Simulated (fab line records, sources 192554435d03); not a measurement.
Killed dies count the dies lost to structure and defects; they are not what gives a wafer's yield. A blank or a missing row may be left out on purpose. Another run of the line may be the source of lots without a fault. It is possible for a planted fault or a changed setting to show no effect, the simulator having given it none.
Chamber matching | flow n5Finfet | 4 sister chambers for N5_SD_EPI_P_ETCH_36 on rieDiel-04
The step etches SiARC in CF4, target depth 45.5 nm, time 75.8 s. 8 wafers are shown with their chamber, then 12 later ones without.

## EACH WAFER AND ITS CHAMBER
wafer  | chamber | drypumpMotorCurrentA (A) | throttleValvePct (%)
L080.3 | 1       | 5.4                      | 15.96
L081.3 | 1       | 5.4                      | 15.97
L084.1 | 2       | 5.9                      | 15.40
L084.2 | 3       | 6.1                      | 15.72
L084.4 | 0       | 5.3                      | 15.63
L085.2 | 3       | 6.0                      | 15.71
L085.3 | 2       | 5.9                      | 15.42
L085.5 | 0       | 5.3                      | 15.62

## WAFERS WITHOUT THEIR CHAMBER
wafer  | drypumpMotorCurrentA (A) | throttleValvePct (%)
L086.1 | 5.3                      | 15.64
L086.4 | 5.4                      | 15.98
L086.6 | 5.3                      | 15.62
L089.4 | 5.3                      | 15.64
L089.5 | 5.3                      | 15.64
L089.6 | 5.4                      | 15.99
L090.1 | 5.4                      | 15.66
L090.2 | 5.9                      | 15.45
L090.6 | 5.3                      | 15.66
L096.2 | 6.0                      | 15.76
L096.3 | 5.9                      | 15.46
L096.5 | 5.4                      | 16.03

## WHICH CHAMBER EACH ONE RAN IN
wafer  | from the rows above | in truth
L086.1 | 0                   | 0
L086.4 | 1                   | 1
L086.6 | 0                   | 0
L089.4 | 0                   | 0
L089.5 | 0                   | 0
L089.6 | 1                   | 1
L090.1 | 0                   | 0
L090.2 | 2                   | 2
L090.6 | 0                   | 0
L096.2 | 3                   | 3
L096.3 | 2                   | 2
L096.5 | 1                   | 1
Placed correctly: 12 of 12. Can't be placed from these rows: 0. Number placed wrongly: 0.
How it was worked out, from the rows above alone: a wafer's distance from a chamber is the root of the sum, over the readings, of the square of ((its reading less the chamber's mean) divided by the reading's scatter). If the next closest chamber is less than 2 further off than the closest, the wafer can't be placed; otherwise it belongs to the closest. Each chamber's mean is taken over the wafers shown for it. The scatter is the square root of a quotient: the sum, over the shown wafers, of each reading's squared deviation from its chamber's mean, divided by wafers minus chambers.
